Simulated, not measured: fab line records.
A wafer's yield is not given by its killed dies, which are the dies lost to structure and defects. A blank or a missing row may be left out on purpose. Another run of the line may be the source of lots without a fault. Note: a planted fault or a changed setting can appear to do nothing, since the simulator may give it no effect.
Split-lot experiment | flow n5_finfet | 39 wafers read from 7 lots, route of 1938 steps

## SPLIT DETAILS
At N5_FIN_SAQP_HM_DEP_03 (deposits SiNx from SiH4/NH3/N2, target thk 38 nm, time 33.6 s), the setting time_s was moved away from the recipe's 33.6 s on 15 of the 39 wafers read, by -52.5% to +57.2%. For the rest of the wafers, this setting stayed at what the recipe calls for.

## FROM THE SPLIT TO THE READING: what the file shows between them, 4 steps
- N5_FIN_SAQP_THK_MEAS_05
- N5_FIN_SAQP_PECVD_47: deposits a-Si from SiH4/He, target thk 45 nm, time 36.3 s
- N5_FIN_SAQP_PECVD_48: deposits SiNx from SiH4/NH3/N2, target thk 25 nm, time 22.1 s
- N5_FIN_SAQP_MANDREL2_REMOVE_60: chemistry HBr/Cl2/O2, target a-Si, stops on SiNx, bt time 10 s

## THE READING
etch.depth_nm (the simulator's own value, which no gauge read), in nm, at N5_FIN_SAQP_HM_OPEN_33 (chemistry CH3F/O2, target SiNx, target depth 49.4 nm, time 70.6 s). The file gives no usual value for it. Across the 24 wafers here that went through the recipe, the average is 37.49 nm and the standard deviation 0.42 nm.

wafer  | tool, chamber at the split | time_s as run, s | against the recipe | etch.depth_nm, nm | against lot-mates on the recipe
L077.1 | pecvd-04, 2                | 52.81            | +57.2%             | 58.27             | +20.94
L077.2 | pecvd-04, 1                | 33.6             | recipe             | 37.29             | -
L077.3 | pecvd-04, 0                | 33.6             | recipe             | 37.39             | -
L077.4 | pecvd-04, 2                | 33.6             | recipe             | 37.31             | -
L077.5 | pecvd-04, 1                | 52.81            | +57.2%             | 59.18             | +21.85
L077.6 | pecvd-04, 0                | 52.81            | +57.2%             | 59.44             | +22.11
L078.1 | pecvd-01, 1                | 33.6             | recipe             | 37                | -
L078.2 | pecvd-01, 0                | 18.4             | -45.2%             | 19.93             | -17.14
L078.3 | pecvd-01, 0                | 18.4             | -45.2%             | 19.92             | -17.15
L078.4 | pecvd-01, 1                | 18.4             | -45.2%             | 20.29             | -16.78
L078.5 | pecvd-01, 0                | 33.6             | recipe             | 37.32             | -
L078.6 | pecvd-01, 1                | 33.6             | recipe             | 36.9              | -
L080.1 | pecvd-04, 1                | 33.6             | recipe             | 36.89             | -
L080.2 | pecvd-04, 2                | 33.6             | recipe             | 37.07             | -
L080.3 | pecvd-04, 0                | 33.6             | recipe             | 37.2              | -
L080.4 | pecvd-04, 2                | 33.6             | recipe             | 37.64             | -
L080.5 | pecvd-04, 0                | 33.6             | recipe             | 37.59             | -
L080.6 | pecvd-04, 1                | 33.6             | recipe             | 37.24             | -
L082.1 | pecvd-01, 0                | 26.04            | -22.5%             | 28.84             | -8.74
L082.2 | pecvd-01, 2                | 33.6             | recipe             | 37.49             | -
L082.3 | pecvd-01, 1                | 33.6             | recipe             | 37.16             | -
L082.4 | pecvd-01, 0                | 26.04            | -22.5%             | 29.36             | -8.22
L082.5 | pecvd-01, 2                | 26.04            | -22.5%             | 29.21             | -8.37
L082.6 | pecvd-01, 1                | 33.6             | recipe             | 38.1              | -
L084.1 | pecvd-03, 0                | 33.6             | recipe             | 37.65             | -
L084.2 | pecvd-03, 2                | 15.96            | -52.5%             | 18                | -19.82
L084.3 | pecvd-03, 1                | 33.6             | recipe             | 37.33             | -
L084.4 | pecvd-03, 2                | 33.6             | recipe             | 38.47             | -
L084.5 | pecvd-03, 0                | 15.96            | -52.5%             | 17.91             | -19.91
L084.6 | pecvd-03, 1                | 15.96            | -52.5%             | 18.1              | -19.72
L094.3 | pecvd-03, 1                | 33.6             | recipe             | 37.37             | -
L094.5 | pecvd-03, 2                | 33.6             | recipe             | 38.29             | -
L094.6 | pecvd-03, 1                | 33.6             | recipe             | 38                | -
L096.1 | pecvd-04, 0                | 33.6             | recipe             | 37.33             | -
L096.2 | pecvd-04, 1,2              | 19.9             | -40.8%             | 22.15             | -15.53
L096.3 | pecvd-04, 1,2              | 19.9             | -40.8%             | 22.05             | -15.63
L096.4 | pecvd-04, 1                | 33.6             | recipe             | 37.98             | -
L096.5 | pecvd-04, 0                | 33.6             | recipe             | 37.72             | -
L096.6 | pecvd-04, 2                | 19.9             | -40.8%             | 22.77             | -14.91
When a row names more than one chamber, that row covers several wafers, and the file does not tell which wafer ran in which chamber.

FIT RESULTS
A straight line over all 39 wafers: etch.depth_nm changes by +0.376 nm for each +1% of time_s; r = +1.00; the points scatter about the line by 0.41 nm.
The same after taking each lot's own level away (the mean of its wafers on the recipe; 39 wafers): +0.377 nm for each +1%; r = +1.00; scatter 0.31 nm.
According to that fit, moving time_s by its largest amount changes the reading by 22 nm.
The span of the lots' own levels, 37.073 to 37.887 nm, comes to 2.0 times the standard deviation stated above.
Consequently the slope shifts little with the lot-to-lot level, the two slopes agreeing.
Check: +21.7 nm against its lot-mates is what the line predicts for one of the wafers moved furthest among these (+57.2%) when that wafer is left out of the fit. Against them it came out at +20.9 nm.

## THE OTHER SPLITS THESE WAFERS WENT THROUGH
These wafers also went through other splits before the reading. Each is held against what the fit with the lots' levels taken away leaves over:
other split on the same wafers          | wafers away from the commonest value | r with etch.depth_nm (lot level and that fit taken away)
N5_ZERO_LAYER_DEVELOP_10 develop_time_s | 15                                   | +0.00

## THE WHOLE CHAIN: every reading that the file lists as answering this split, in the file's order
step                    | what it does                                                      | reading                                                                            | change (the file's fit)               | r (the file's)
N5_FIN_SAQP_HM_DEP_03   | deposits SiNx from SiH4/NH3/N2, target thk 38 nm, time 33.6 s     | SiNx_of_FIN_SAQP_HM_DEP_03.thk_nm (the simulator's own value, which no gauge read) | +0.377 nm for each +1% of the setting | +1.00
N5_FIN_SAQP_THK_MEAS_05 |                                                                   | thk_nm                                                                             | withheld for each +1% of the setting  | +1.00
N5_FIN_SAQP_HM_OPEN_33  | chemistry CH3F/O2, target SiNx, target depth 49.4 nm, time 70.6 s | etch_rf_on_time_s                                                                  | withheld for each +1% of the setting  | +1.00
N5_FIN_SAQP_HM_OPEN_33  | chemistry CH3F/O2, target SiNx, target depth 49.4 nm, time 70.6 s | etch.depth_nm (the simulator's own value, which no gauge read)                     | +0.377 nm for each +1% of the setting | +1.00

## THE FILE'S OWN FIT
etch.depth_nm changes by +0.377 nm for each +1% of time_s, r = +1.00.
